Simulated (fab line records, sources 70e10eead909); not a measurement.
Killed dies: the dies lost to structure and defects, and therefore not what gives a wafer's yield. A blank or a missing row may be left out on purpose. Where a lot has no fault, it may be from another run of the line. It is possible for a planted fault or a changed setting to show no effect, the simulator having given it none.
Which tool was responsible? -- flow nandHarc -- 24 lots with 72 wafers sampled at 5 steps, on a route of 1302 steps

WHAT THE GAUGES READ, wafer by wafer
NHARC_A_ONON_D2_THK_MEAS_21: measures by ellipsometry. Usual: thkNm reads 1000 nm (standard deviation 10).
lot,measured,on,thkNm (nm),flag
L074,day 12 15:56,filmMetro-02,1004 1005 1005,
L075,day 13 07:53,filmMetro-01,1012 1013 1010,
L076,day 13 12:28,filmMetro-01,993 992 991,
L077,day 14 06:17,filmMetro-02,995 994 994,
L078,day 14 11:16,filmMetro-02,980 981 979,
L079,day 14 22:14,filmMetro-02,996 997 995,
L080,day 15 20:42,filmMetro-02,998 997 997,
L081,day 15 20:41,filmMetro-02,1001 1003 1002,
L082,day 15 20:41,filmMetro-01,1001 999 1002,
L083,day 16 17:41,filmMetro-01,1007 1006 1006,
L084,day 16 17:49,filmMetro-01,1001 1004 1005,
L085,day 17 06:46,filmMetro-01,1007 1008 1006,
L086,day 17 23:55,filmMetro-02,976 977 978,
L087,day 18 06:14,filmMetro-01,982 982 982,
L089,day 18 18:17,filmMetro-01,1009 1010 1010,
L088,day 19 09:35,filmMetro-02,997 999 1000,
L090,day 19 09:27,filmMetro-02,999 999 998,
L091,day 19 09:28,filmMetro-01,1004 1007 1006,
L092,day 20 03:59,filmMetro-02,1004 1004 1002,
L093,day 20 17:02,filmMetro-01,991 992 990,
L094,day 21 08:19,filmMetro-02,998 999 998,
L095,day 22 02:19,filmMetro-01,1006 1006 1006,
L096,day 22 01:58,filmMetro-01,1014 1013 1013,
L097,day 22 09:20,filmMetro-01,1016 1017 1019,

WHAT TOOL EACH LOT RAN ON (gives the tool, then ch and the chambers of the sampled wafers, and finally the start)
lot,NHARC_P_BONDPAD_STRIP_15,NHARC_P_BONDPAD_PRE_CLEAN_26,NHARC_A_CHANNEL_HOLE_D1_ETCH_39,NHARC_A_CHANNEL_FILL_D1_ALD_14
L074,"rieDiel-02 ch 0,1,3, day 6 19:11","pvdSputter-02, day 9 02:41 or earlier","rieDiel-01 ch 0,2,3, day 9 02:41 or earlier","aldHk-02 ch 1,3, day 9 02:41"
L075,"rieDiel-11 ch 1,2, day 6 22:20","pvdSputter-03, day 9 08:35 or earlier","rieDiel-03 ch 0,1,3, day 9 08:35 or earlier","aldHk-03 ch 0,1,3, day 9 08:35"
L076,"rieDiel-11 ch 1,3, day 7 10:12","pvdSputter-02, day 9 23:50 or earlier","rieDiel-07 ch 1,3, day 9 23:50 or earlier","aldHk-02 ch 0,1,3, day 9 23:50"
L077,"rieDiel-02 ch 1,2,3, day 7 21:35","pvdSputter-02, day 10 12:38 or earlier","rieDiel-03 ch 1,2,3, day 10 12:38 or earlier","aldHk-03 ch 0,2,3, day 10 12:38"
L078,"rieDiel-11 ch 0,1,2, day 8 09:24","pvdSputter-01, day 10 18:29 or earlier","rieDiel-07 ch 1,2,3, day 10 18:29 or earlier","aldHk-01 ch 0,2,3, day 10 18:29"
L079,"rieDiel-11 ch 0,3, day 8 14:30","pvdSputter-02, day 11 02:28 or earlier","rieDiel-03 ch 0,2,3, day 11 02:28 or earlier","aldHk-01 ch 2,3, day 11 02:28"
L080,"rieDiel-11 ch 0,1, day 9 07:55","pvdSputter-01, day 11 19:46 or earlier","rieDiel-03 ch 1,2, day 11 19:46 or earlier","aldHk-03 ch 1,2, day 11 19:46"
L081,"rieDiel-02 ch 1,2,3, day 9 19:11","pvdSputter-02, day 12 10:23 or earlier","rieDiel-03 ch 1,2,3, day 12 10:23 or earlier","aldHk-02 ch 1,2,3, day 12 10:23"
L082,"rieDiel-02 ch 0,1,2, day 9 23:46","pvdSputter-01, day 12 10:40 or earlier","rieDiel-03 ch 0,2,3, day 12 10:40 or earlier","aldHk-02 ch 0,1,3, day 12 10:40"
L083,"rieDiel-11 ch 1,2, day 10 17:13","pvdSputter-02, day 13 05:53 or earlier","rieDiel-03 ch 0,1,2, day 13 05:53 or earlier","aldHk-01 ch 0,1,2, day 13 05:53"
L084,"rieDiel-02 ch 0,2,3, day 10 21:17","pvdSputter-01, day 13 05:50 or earlier","rieDiel-07 ch 1,2,3, day 13 05:50 or earlier","aldHk-03 ch 0,2,3, day 13 05:50"
L085,"rieDiel-11 ch 0,3, day 11 01:05","pvdSputter-03, day 13 09:44 or earlier","rieDiel-07 ch 0,2, day 13 09:44 or earlier","aldHk-03 ch 1,2, day 13 09:44"
L086,"rieDiel-11 ch 1,3, day 11 12:37","pvdSputter-02, day 14 01:22 or earlier","rieDiel-01 ch 1,2,3, day 14 01:22 or earlier","aldHk-01 ch 0,3, day 14 01:22"
L087,"rieDiel-12 ch 0,1,3, day 11 23:54","pvdSputter-01, day 14 12:01 or earlier","rieDiel-03 ch 0,3, day 14 12:01 or earlier","aldHk-01 ch 0,2,3, day 14 12:01"
L089,"rieDiel-12 ch 0,2,3, day 12 18:35","pvdSputter-01, day 15 02:49 or earlier","rieDiel-03 ch 0,3, day 15 02:49 or earlier","aldHk-03 ch 1,2, day 15 02:49"
L088,"rieDiel-12 ch 1,2, day 12 21:07","pvdSputter-01, day 15 06:35 or earlier","rieDiel-07 ch 0,1,3, day 15 06:35 or earlier","aldHk-01 ch 0,1,2, day 15 06:35"
L090,"rieDiel-11 ch 0,1,3, day 13 14:31","pvdSputter-01, day 15 22:55 or earlier","rieDiel-03 ch 0,2,3, day 15 22:55 or earlier","aldHk-03 ch 0,2,3, day 15 22:55"
L091,"rieDiel-02 ch 0,1,2, day 13 16:50","pvdSputter-01, day 15 23:10 or earlier","rieDiel-03 ch 0,1,3, day 15 23:10 or earlier","aldHk-03 ch 0,2,3, day 15 23:10"
L092,"rieDiel-02 ch 0,2,3, day 14 02:55","pvdSputter-02, day 16 11:47 or earlier","rieDiel-07 ch 0,1,2, day 16 11:47 or earlier","aldHk-02 ch 1,2, day 16 11:47"
L093,"rieDiel-02 ch 0,3, day 14 12:26","pvdSputter-01, day 17 00:59 or earlier","rieDiel-03 ch 0,1,3, day 17 00:59 or earlier","aldHk-01 ch 0,1,3, day 17 00:59"
L094,"rieDiel-12 ch 0,1,2, day 15 03:32","pvdSputter-03, day 17 17:11 or earlier","rieDiel-03 ch 0,2,3, day 17 17:11 or earlier","aldHk-02 ch 1,2,3, day 17 17:11"
L095,"rieDiel-02 ch 0,2,3, day 15 07:29","pvdSputter-02, day 17 21:31 or earlier","rieDiel-03 ch 0,2,3, day 17 21:31 or earlier","aldHk-01 ch 0,2,3, day 17 21:31"
L096,"rieDiel-02 ch 0,1,2, day 15 20:48","pvdSputter-02, day 18 07:23 or earlier","rieDiel-03 ch 0,1,2, day 18 07:23 or earlier","aldHk-01 ch 0,3, day 18 07:23"
L097,"rieDiel-12 ch 1,2,3, day 16 07:16","pvdSputter-03, day 18 16:13 or earlier","rieDiel-07 ch 0,2,3, day 18 16:13 or earlier","aldHk-02 ch 0,1,3, day 18 16:13"
- NHARC_P_BONDPAD_STRIP_15: strips in O2.
- NHARC_P_BONDPAD_PRE_CLEAN_26: time 30 s.
- NHARC_A_CHANNEL_HOLE_D1_ETCH_39: etches the open film in N2/H2, target depth 260 nm, time 325 s.
- NHARC_A_CHANNEL_FILL_D1_ALD_14: deposits SiO2, target thk 2.5 nm, pulse time 10 s, ald cycles 25.

WHAT THE TOOLS THEMSELVES READ (means of the sampled wafers that have a number; where no wafer has one, the mark that the record gives instead)
NHARC_P_BONDPAD_STRIP_15. Usual: drypumpMotorCurrentA 5.9 A, standard deviation 0.41; oesProductAu 1.004 a.u., standard deviation 0.015; rfVppV 57.8 V, standard deviation 0.87; showerheadPlenumPTorr 3.52 Torr, standard deviation 0.14; throttleValvePct 17.037 %, standard deviation 0.0093.
lot,tool,drypumpMotorCurrentA (A),oesProductAu (a.u.),rfVppV (V),showerheadPlenumPTorr (Torr),throttleValvePct (%),flag
L074,rieDiel-02,5.8,1.007,58.0,3.49,17.032,
L075,rieDiel-11,6.1,1.003,58.4,3.54,17.035,
L076,rieDiel-11,5.8,1.000,57.2,3.53,17.029,
L077,rieDiel-02,6.0,1.015,58.3,3.44,17.041,
L078,rieDiel-11,6.3,1.014,58.2,3.62,17.036,
L079,rieDiel-11,6.2,1.008,58.0,3.68,17.025,
L080,rieDiel-11,6.3,1.008,57.2,3.49,17.046,
L081,rieDiel-02,6.0,1.005,58.4,3.44,17.041,
L082,rieDiel-02,6.1,0.995,57.3,3.40,17.036,
L083,rieDiel-11,6.1,1.012,58.2,3.54,17.037,
L084,rieDiel-02,6.0,0.995,57.9,3.48,17.039,
L085,rieDiel-11,6.2,1.019,58.3,3.68,17.040,
L086,rieDiel-11,5.8,0.988,57.6,3.52,17.038,
L087,rieDiel-12,5.6,1.005,57.3,3.50,17.035,
L089,rieDiel-12,5.6,0.989,57.7,3.52,17.024,
L088,rieDiel-12,5.7,1.008,57.9,3.47,17.038,
L090,rieDiel-11,6.0,0.995,58.5,3.60,17.040,
L091,rieDiel-02,6.0,1.009,58.1,3.40,17.038,
L092,rieDiel-02,6.0,1.012,58.0,3.48,17.039,
L093,rieDiel-02,5.9,1.000,57.1,3.52,17.043,
L094,rieDiel-12,5.8,1.012,58.0,3.45,17.035,
L095,rieDiel-02,6.0,1.006,57.9,3.48,17.046,
L096,rieDiel-02,6.1,1.004,58.6,3.40,17.034,
L097,rieDiel-12,5.5,0.999,56.9,3.52,17.032,

NHARC_P_BONDPAD_PRE_CLEAN_26. Usual: heaterPowerW reads 411 W (standard deviation 44).
lot,tool,heaterPowerW (W),flag
L074,pvdSputter-02,397,
L075,pvdSputter-03,411,
L076,pvdSputter-02,461,
L077,pvdSputter-02,424,
L078,pvdSputter-01,415,
L079,pvdSputter-02,389,
L080,pvdSputter-01,439,
L081,pvdSputter-02,421,
L082,pvdSputter-01,395,
L083,pvdSputter-02,376,
L084,pvdSputter-01,398,
L085,pvdSputter-03,441,
L086,pvdSputter-02,392,
L087,pvdSputter-01,406,
L089,pvdSputter-01,425,
L088,pvdSputter-01,420,
L090,pvdSputter-01,418,
L091,pvdSputter-01,397,
L092,pvdSputter-02,431,
L093,pvdSputter-01,426,
L094,pvdSputter-03,423,
L095,pvdSputter-02,447,
L096,pvdSputter-02,413,
L097,pvdSputter-03,412,

NHARC_A_CHANNEL_HOLE_D1_ETCH_39. Usual: drypumpMotorCurrentA 5.9 A, standard deviation 0.45; oesProductAu 0.998 a.u., standard deviation 0.012; rfVppV 429.8 V, standard deviation 2.1; showerheadPlenumPTorr 2.01 Torr, standard deviation 0.071; throttleValvePct 14.172 %, standard deviation 0.0095.
lot,tool,drypumpMotorCurrentA (A),oesProductAu (a.u.),rfVppV (V),showerheadPlenumPTorr (Torr),throttleValvePct (%),flag
L074,rieDiel-01,5.7,1.019,431.1,2.03,14.176,
L075,rieDiel-03,6.2,0.986,431.0,2.02,14.174,
L076,rieDiel-07,5.9,1.004,432.1,2.09,14.181,
L077,rieDiel-03,6.2,0.996,430.4,2.01,14.170,
L078,rieDiel-07,5.8,1.005,431.3,2.06,14.172,
L079,rieDiel-03,5.9,1.000,428.2,1.96,14.178,
L080,rieDiel-03,6.1,1.000,428.3,1.97,14.170,
L081,rieDiel-03,6.3,1.001,430.4,2.01,14.171,
L082,rieDiel-03,6.0,0.999,428.4,1.96,14.172,
L083,rieDiel-03,6.1,1.000,428.8,1.98,14.176,
L084,rieDiel-07,5.8,1.010,430.1,2.05,14.179,
L085,rieDiel-07,6.0,1.006,430.2,2.05,14.164,
L086,rieDiel-01,5.2,1.003,430.8,2.03,14.173,
L087,rieDiel-03,6.1,0.986,428.9,2.00,14.175,
L089,rieDiel-03,6.0,0.985,429.3,2.00,14.180,
L088,rieDiel-07,5.5,1.009,432.9,2.09,14.175,
L090,rieDiel-03,5.9,0.989,427.8,1.96,14.169,
L091,rieDiel-03,6.2,0.993,429.9,2.01,14.166,
L092,rieDiel-07,6.0,1.004,431.5,2.07,14.182,
L093,rieDiel-03,6.2,0.983,429.5,2.01,14.162,
L094,rieDiel-03,5.9,0.994,428.1,1.96,14.170,
L095,rieDiel-03,5.9,0.987,428.7,1.96,14.158,
L096,rieDiel-03,6.1,0.995,428.5,1.97,14.176,
L097,rieDiel-07,5.6,1.000,431.1,2.05,14.176,

NHARC_A_CHANNEL_FILL_D1_ALD_14. Usual: heaterPowerW 475 W, standard deviation 48; precursorPulseHeightRel 1.001, standard deviation 0.022.
lot,tool,heaterPowerW (W),precursorPulseHeightRel,flag
L074,aldHk-02,459,1.010,
L075,aldHk-03,498,0.998,
L076,aldHk-02,488,0.993,
L077,aldHk-03,465,1.006,
L078,aldHk-01,468,1.006,
L079,aldHk-01,436,1.003,
L080,aldHk-03,462,1.005,
L081,aldHk-02,482,1.024,
L082,aldHk-02,491,0.996,
L083,aldHk-01,463,1.004,
L084,aldHk-03,464,1.010,
L085,aldHk-03,464,1.006,
L086,aldHk-01,505,0.975,
L087,aldHk-01,468,0.986,
L089,aldHk-03,463,1.010,
L088,aldHk-01,450,1.028,
L090,aldHk-03,462,0.997,
L091,aldHk-03,457,1.012,
L092,aldHk-02,485,0.988,
L093,aldHk-01,498,0.976,
L094,aldHk-02,478,1.012,
L095,aldHk-01,473,1.012,
L096,aldHk-01,522,1.008,
L097,aldHk-02,492,1.019,

THE ANSWER, worked out from the rows above alone
Rule: a lot counts as off when the mean over its wafers that have a number is more than 3 standard deviations away from the usual mean. Also off: a lot with no number at a reading for which 4 or more lots have one. The other lots that the step has rows for count as sound. Order of review: gauges by route order, followed by the tools' own readings, for which a lot's mean as printed above is used. The first step at which some lot is off is used, and at that step the reading that is off furthest; a lot without a number counts as furthest.
No lot is off at any reading shown: from this, nothing can be told.

WHAT HAD BEEN PUT IN BY THE SIMULATOR
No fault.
